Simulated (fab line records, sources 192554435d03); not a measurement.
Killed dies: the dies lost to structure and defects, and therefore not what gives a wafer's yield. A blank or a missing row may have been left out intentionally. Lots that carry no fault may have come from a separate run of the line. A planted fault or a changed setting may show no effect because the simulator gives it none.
Which tool was responsible? / flow n5_finfet / 11 lots, 33 wafers sampled, at 5 steps of a route of 1938

WHAT EACH GAUGE READ, for each wafer
The record holds no reading of a measuring or inspecting step that can be judged against a usual standard deviation.

WHICH TOOL RAN EACH LOT (tool, then ch and the chambers of the sampled wafers, then the start)
lot=L883; N5_BEOL_M5_CURE_80=uv_cure-02 ch 1, day 8 23:22; N5_BEOL_M5_ANNEAL_89=pvd_sputter-01, day 9 03:41; N5_BEOL_M5_CO_CAP_78=cvd_co-02 ch 0,2, day 9 05:41; N5_BEOL_M5_DEP_56=pecvd-03 ch 0,1, day 9 05:48; N5_PASSIVATION_PROBE_49=prober-01, day 13 04:46
lot=L885; N5_BEOL_M5_CURE_80=uv_cure-03 ch 2, day 9 15:11; N5_BEOL_M5_ANNEAL_89=pvd_sputter-02, day 9 19:46; N5_BEOL_M5_CO_CAP_78=cvd_co-02 ch 0,1,2, day 9 21:50; N5_BEOL_M5_DEP_56=pecvd-02 ch 0,1, day 9 21:57; N5_PASSIVATION_PROBE_49=prober-01, day 13 14:49
lot=L888; N5_BEOL_M5_CURE_80=uv_cure-03 ch 0, day 10 13:17; N5_BEOL_M5_ANNEAL_89=pvd_sputter-03, day 10 18:05; N5_BEOL_M5_CO_CAP_78=cvd_co-02 ch 1,2, day 10 20:14; N5_BEOL_M5_DEP_56=pecvd-02 ch 0,1,2, day 10 20:22; N5_PASSIVATION_PROBE_49=prober-01, day 14 21:31
lot=L889; N5_BEOL_M5_CURE_80=uv_cure-02 ch 2, day 10 15:28; N5_BEOL_M5_ANNEAL_89=pvd_sputter-02, day 10 21:46; N5_BEOL_M5_CO_CAP_78=cvd_co-02 ch 1,2, day 10 23:40; N5_BEOL_M5_DEP_56=pecvd-03 ch 0,1,2, day 10 23:47; N5_PASSIVATION_PROBE_49=prober-01, day 14 20:10
lot=L890; N5_BEOL_M5_CURE_80=uv_cure-02 ch 1, day 11 00:17; N5_BEOL_M5_ANNEAL_89=pvd_sputter-01, day 11 05:37; N5_BEOL_M5_CO_CAP_78=cvd_co-02 ch 1,2, day 11 07:31; N5_BEOL_M5_DEP_56=pecvd-02 ch 0,2, day 11 07:40; N5_PASSIVATION_PROBE_49=prober-01, day 15 08:34
lot=L892; N5_BEOL_M5_CURE_80=uv_cure-03 ch 1, day 11 02:05; N5_BEOL_M5_ANNEAL_89=pvd_sputter-02, day 11 06:59; N5_BEOL_M5_CO_CAP_78=cvd_co-01 ch 0,1,2, day 11 09:10; N5_BEOL_M5_DEP_56=pecvd-03 ch 0,1, day 11 09:17; N5_PASSIVATION_PROBE_49=prober-02, day 15 01:38
lot=L899; N5_BEOL_M5_CURE_80=uv_cure-02 ch 0, day 12 22:17; N5_BEOL_M5_ANNEAL_89=pvd_sputter-02, day 13 03:15; N5_BEOL_M5_CO_CAP_78=cvd_co-01 ch 0,2, day 13 06:08; N5_BEOL_M5_DEP_56=pecvd-02 ch 0,2, day 13 06:14; N5_PASSIVATION_PROBE_49=prober-02, day 17 01:16
lot=L901; N5_BEOL_M5_CURE_80=uv_cure-01 ch 1, day 14 01:10; N5_BEOL_M5_ANNEAL_89=pvd_sputter-01, day 14 07:28; N5_BEOL_M5_CO_CAP_78=cvd_co-01 ch 0,1,2, day 14 09:25; N5_BEOL_M5_DEP_56=pecvd-04 ch 0,1,2, day 14 09:32; N5_PASSIVATION_PROBE_49=prober-02, day 18 03:42
lot=L903; N5_BEOL_M5_CURE_80=uv_cure-03 ch 1, day 14 06:24; N5_BEOL_M5_ANNEAL_89=pvd_sputter-02, day 14 11:48; N5_BEOL_M5_CO_CAP_78=cvd_co-01 ch 0,1, day 14 13:41; N5_BEOL_M5_DEP_56=pecvd-02 ch 0,1, day 14 13:47; N5_PASSIVATION_PROBE_49=prober-01, day 18 08:50
lot=L904; N5_BEOL_M5_CURE_80=uv_cure-02 ch 2, day 14 09:02; N5_BEOL_M5_ANNEAL_89=pvd_sputter-01, day 14 13:33; N5_BEOL_M5_CO_CAP_78=cvd_co-02 ch 0,2, day 14 15:26; N5_BEOL_M5_DEP_56=pecvd-02 ch 0,1, day 14 15:32; N5_PASSIVATION_PROBE_49=prober-02, day 18 17:46
lot=L905; N5_BEOL_M5_CURE_80=uv_cure-02 ch 2, day 15 05:52; N5_BEOL_M5_ANNEAL_89=pvd_sputter-03, day 15 11:05; N5_BEOL_M5_CO_CAP_78=cvd_co-01 ch 1,2, day 15 13:23; N5_BEOL_M5_DEP_56=pecvd-04 ch 0,1,2, day 15 13:30; N5_PASSIVATION_PROBE_49=prober-02, day 19 11:20
- N5_BEOL_M5_CURE_80: cures SiCOH lowk, time 120 s.
- N5_BEOL_M5_ANNEAL_89: time 1800 s.
- N5_BEOL_M5_CO_CAP_78: material Co, precursor CCTBA/H2, target thk 2 nm, time 102.1 s.
- N5_BEOL_M5_DEP_56: deposits SiCN from 3MS/NH3, target thk 8 nm, time 14 s.
- N5_PASSIVATION_PROBE_49

WHAT THE TOOLS THEMSELVES READ (means of the sampled wafers that have a number; where no wafer has one, the mark that the record gives instead)
N5_BEOL_M5_CURE_80.
lot=L883; tool=uv_cure-02; lamp_power_pct (%)=52.35; wafer_temp_C_max=371.9
lot=L885; tool=uv_cure-03; lamp_power_pct (%)=52.33; wafer_temp_C_max=371.4
lot=L888; tool=uv_cure-03; lamp_power_pct (%)=52.31; wafer_temp_C_max=372.4
lot=L889; tool=uv_cure-02; lamp_power_pct (%)=52.31; wafer_temp_C_max=371.3
lot=L890; tool=uv_cure-02; lamp_power_pct (%)=52.32; wafer_temp_C_max=372.0
lot=L892; tool=uv_cure-03; lamp_power_pct (%)=52.35; wafer_temp_C_max=373.5
lot=L899; tool=uv_cure-02; lamp_power_pct (%)=52.29; wafer_temp_C_max=371.0
lot=L901; tool=uv_cure-01; lamp_power_pct (%)=52.31; wafer_temp_C_max=371.3
lot=L903; tool=uv_cure-03; lamp_power_pct (%)=52.33; wafer_temp_C_max=373.2
lot=L904; tool=uv_cure-02; lamp_power_pct (%)=52.29; wafer_temp_C_max=371.1
lot=L905; tool=uv_cure-02; lamp_power_pct (%)=52.29; wafer_temp_C_max=371.3

N5_BEOL_M5_ANNEAL_89.
lot=L883; tool=pvd_sputter-01; heater_power_w (W)=856; susceptor_temp_C (C)=399.78
lot=L885; tool=pvd_sputter-02; heater_power_w (W)=828; susceptor_temp_C (C)=400.08
lot=L888; tool=pvd_sputter-03; heater_power_w (W)=817; susceptor_temp_C (C)=399.96
lot=L889; tool=pvd_sputter-02; heater_power_w (W)=820; susceptor_temp_C (C)=399.89
lot=L890; tool=pvd_sputter-01; heater_power_w (W)=-; susceptor_temp_C (C)=-
lot=L892; tool=pvd_sputter-02; heater_power_w (W)=-; susceptor_temp_C (C)=-
lot=L899; tool=pvd_sputter-02; heater_power_w (W)=860; susceptor_temp_C (C)=400.15
lot=L901; tool=pvd_sputter-01; heater_power_w (W)=875; susceptor_temp_C (C)=400.32
lot=L903; tool=pvd_sputter-02; heater_power_w (W)=816; susceptor_temp_C (C)=400.12
lot=L904; tool=pvd_sputter-01; heater_power_w (W)=871; susceptor_temp_C (C)=400.11
lot=L905; tool=pvd_sputter-03; heater_power_w (W)=860; susceptor_temp_C (C)=400.13

N5_BEOL_M5_CO_CAP_78.
lot=L883; tool=cvd_co-02; heater_power_w (W)=221; susceptor_temp_C (C)=200.13
lot=L885; tool=cvd_co-02; heater_power_w (W)=248; susceptor_temp_C (C)=199.75
lot=L888; tool=cvd_co-02; heater_power_w (W)=263; susceptor_temp_C (C)=199.92
lot=L889; tool=cvd_co-02; heater_power_w (W)=282; susceptor_temp_C (C)=199.97
lot=L890; tool=cvd_co-02; heater_power_w (W)=259; susceptor_temp_C (C)=199.89
lot=L892; tool=cvd_co-01; heater_power_w (W)=250; susceptor_temp_C (C)=199.92
lot=L899; tool=cvd_co-01; heater_power_w (W)=242; susceptor_temp_C (C)=200.06
lot=L901; tool=cvd_co-01; heater_power_w (W)=250; susceptor_temp_C (C)=200.08
lot=L903; tool=cvd_co-01; heater_power_w (W)=263; susceptor_temp_C (C)=199.95
lot=L904; tool=cvd_co-02; heater_power_w (W)=224; susceptor_temp_C (C)=200.05
lot=L905; tool=cvd_co-01; heater_power_w (W)=263; susceptor_temp_C (C)=200.18

N5_BEOL_M5_DEP_56.
lot=L883; tool=pecvd-03; showerhead_plenum_p_Torr (Torr)=3.682; throttle_valve_pct (%)=8.7
lot=L885; tool=pecvd-02; showerhead_plenum_p_Torr (Torr)=3.668; throttle_valve_pct (%)=9.1
lot=L888; tool=pecvd-02; showerhead_plenum_p_Torr (Torr)=3.655; throttle_valve_pct (%)=9.2
lot=L889; tool=pecvd-03; showerhead_plenum_p_Torr (Torr)=3.663; throttle_valve_pct (%)=8.6
lot=L890; tool=pecvd-02; showerhead_plenum_p_Torr (Torr)=3.661; throttle_valve_pct (%)=9.0
lot=L892; tool=pecvd-03; showerhead_plenum_p_Torr (Torr)=3.665; throttle_valve_pct (%)=8.9
lot=L899; tool=pecvd-02; showerhead_plenum_p_Torr (Torr)=3.655; throttle_valve_pct (%)=9.1
lot=L901; tool=pecvd-04; showerhead_plenum_p_Torr (Torr)=3.652; throttle_valve_pct (%)=8.9
lot=L903; tool=pecvd-02; showerhead_plenum_p_Torr (Torr)=3.667; throttle_valve_pct (%)=9.2
lot=L904; tool=pecvd-02; showerhead_plenum_p_Torr (Torr)=3.663; throttle_valve_pct (%)=9.4
lot=L905; tool=pecvd-04; showerhead_plenum_p_Torr (Torr)=3.651; throttle_valve_pct (%)=8.7

N5_PASSIVATION_PROBE_49.
lot=L883; tool=prober-01; defect_limited_yield (%)=90.6; killed_at_M0_to_M3=56; killed_at_M4_up=13; killed_at_contacts=7; killed_at_front_end=29; killed_at_other=5.3; killed_dies=111; killed_on_rim=16; killed_open=74; killed_short=37; sort_bin_5_function (%)=5.4; sort_bin_6_memory (%)=3.6; sort_bin_8_speed (%)=0.00; sort_n_pass=1069; sort_yield_pct (%)=90.6
lot=L885; tool=prober-01; defect_limited_yield (%)=89.8; killed_at_M0_to_M3=44; killed_at_M4_up=14; killed_at_contacts=11; killed_at_front_end=48; killed_at_other=3.0; killed_dies=120; killed_on_rim=16; killed_open=84; killed_short=35; sort_bin_5_function (%)=5.8; sort_bin_6_memory (%)=4.1; sort_bin_8_speed (%)=0.00; sort_n_pass=1060; sort_yield_pct (%)=89.8
lot=L888; tool=prober-01; defect_limited_yield (%)=90.9; killed_at_M0_to_M3=35; killed_at_M4_up=13; killed_at_contacts=16; killed_at_front_end=42; killed_at_other=0.7; killed_dies=107; killed_on_rim=12; killed_open=75; killed_short=32; sort_bin_5_function (%)=5.4; sort_bin_6_memory (%)=3.4; sort_bin_8_speed (%)=0.00; sort_n_pass=1073; sort_yield_pct (%)=90.9
lot=L889; tool=prober-01; defect_limited_yield (%)=92.7; killed_at_M0_to_M3=39; killed_at_M4_up=12; killed_at_contacts=8; killed_at_front_end=21; killed_at_other=6.0; killed_dies=86; killed_on_rim=10; killed_open=59; killed_short=26; sort_bin_5_function (%)=4.1; sort_bin_6_memory (%)=2.9; sort_bin_8_speed (%)=0.00; sort_n_pass=1094; sort_yield_pct (%)=92.7
lot=L890; tool=prober-01; defect_limited_yield (%)=89.9; killed_at_M0_to_M3=34; killed_at_M4_up=18; killed_at_contacts=16; killed_at_front_end=49; killed_at_other=3.0; killed_dies=119; killed_on_rim=15; killed_open=83; killed_short=33; sort_bin_5_function (%)=5.7; sort_bin_6_memory (%)=4.1; sort_bin_8_speed (%)=0.00; sort_n_pass=1061; sort_yield_pct (%)=89.9
lot=L892; tool=prober-02; defect_limited_yield (%)=92.1; killed_at_M0_to_M3=41; killed_at_M4_up=8; killed_at_contacts=8; killed_at_front_end=35; killed_at_other=2.0; killed_dies=93; killed_on_rim=10; killed_open=64; killed_short=29; sort_bin_5_function (%)=4.4; sort_bin_6_memory (%)=3.0; sort_bin_8_speed (%)=0.00; sort_n_pass=1087; sort_yield_pct (%)=92.1
lot=L899; tool=prober-02; defect_limited_yield (%)=89.8; killed_at_M0_to_M3=44; killed_at_M4_up=10; killed_at_contacts=25; killed_at_front_end=38; killed_at_other=2.7; killed_dies=120; killed_on_rim=19; killed_open=72; killed_short=45; sort_bin_5_function (%)=5.8; sort_bin_6_memory (%)=3.9; sort_bin_8_speed (%)=0.00; sort_n_pass=1060; sort_yield_pct (%)=89.8
lot=L901; tool=prober-02; defect_limited_yield (%)=89.7; killed_at_M0_to_M3=32; killed_at_M4_up=18; killed_at_contacts=18; killed_at_front_end=52; killed_at_other=2.0; killed_dies=122; killed_on_rim=14; killed_open=80; killed_short=35; sort_bin_5_function (%)=5.8; sort_bin_6_memory (%)=4.0; sort_bin_8_speed (%)=0.00; sort_n_pass=1058; sort_yield_pct (%)=89.7
lot=L903; tool=prober-01; defect_limited_yield (%)=92.6; killed_at_M0_to_M3=37; killed_at_M4_up=10; killed_at_contacts=8; killed_at_front_end=24; killed_at_other=7.7; killed_dies=87; killed_on_rim=10; killed_open=58; killed_short=28; sort_bin_5_function (%)=4.3; sort_bin_6_memory (%)=2.8; sort_bin_8_speed (%)=0.00; sort_n_pass=1093; sort_yield_pct (%)=92.6
lot=L904; tool=prober-02; defect_limited_yield (%)=90.8; killed_at_M0_to_M3=32; killed_at_M4_up=12; killed_at_contacts=15; killed_at_front_end=44; killed_at_other=5.0; killed_dies=108; killed_on_rim=12; killed_open=71; killed_short=35; sort_bin_5_function (%)=5.3; sort_bin_6_memory (%)=3.7; sort_bin_8_speed (%)=0.03; sort_n_pass=1072; sort_yield_pct (%)=90.8
lot=L905; tool=prober-02; defect_limited_yield (%)=89.1; killed_at_M0_to_M3=34; killed_at_M4_up=14; killed_at_contacts=13; killed_at_front_end=66; killed_at_other=1.7; killed_dies=129; killed_on_rim=19; killed_open=83; killed_short=46; sort_bin_5_function (%)=6.7; sort_bin_6_memory (%)=3.6; sort_bin_8_speed (%)=0.00; sort_n_pass=1051; sort_yield_pct (%)=89.1

THE ANSWER, worked out from the rows above alone
Rule: the lots themselves supply what counts as usual. Put in order of their means at a reading, lots are off if they are a third of the lots or fewer, leave a main group of 4 or more, and stand apart from it by a gap of 3 or more times the standard deviation of the main group's means; of several such gaps the widest counts. The tables above print the reading to a certain number of digits; a main group whose means all agree to those digits is not used. Also off: a lot with no number at a reading for which 4 or more lots have one. Where the step has rows for the other lots, those lots are counted as sound. The gauges are gone through in route order, then the tools' own readings, and for those a lot's mean is taken as printed above. At the first step where some lot is off, the reading lying furthest off is the one used; lots without a number count as furthest.
Off at N5_BEOL_M5_ANNEAL_89 (heater_power_w): L890, L892. Without a number there: L890, L892. For the main group the mean is 845 W and the standard deviation 23.
A tool fits if, at that step or a process step before it, it ran every lot that is off, and no sound lot after the first of them. None of those tried fits.

WHAT HAD BEEN PUT IN BY THE SIMULATOR
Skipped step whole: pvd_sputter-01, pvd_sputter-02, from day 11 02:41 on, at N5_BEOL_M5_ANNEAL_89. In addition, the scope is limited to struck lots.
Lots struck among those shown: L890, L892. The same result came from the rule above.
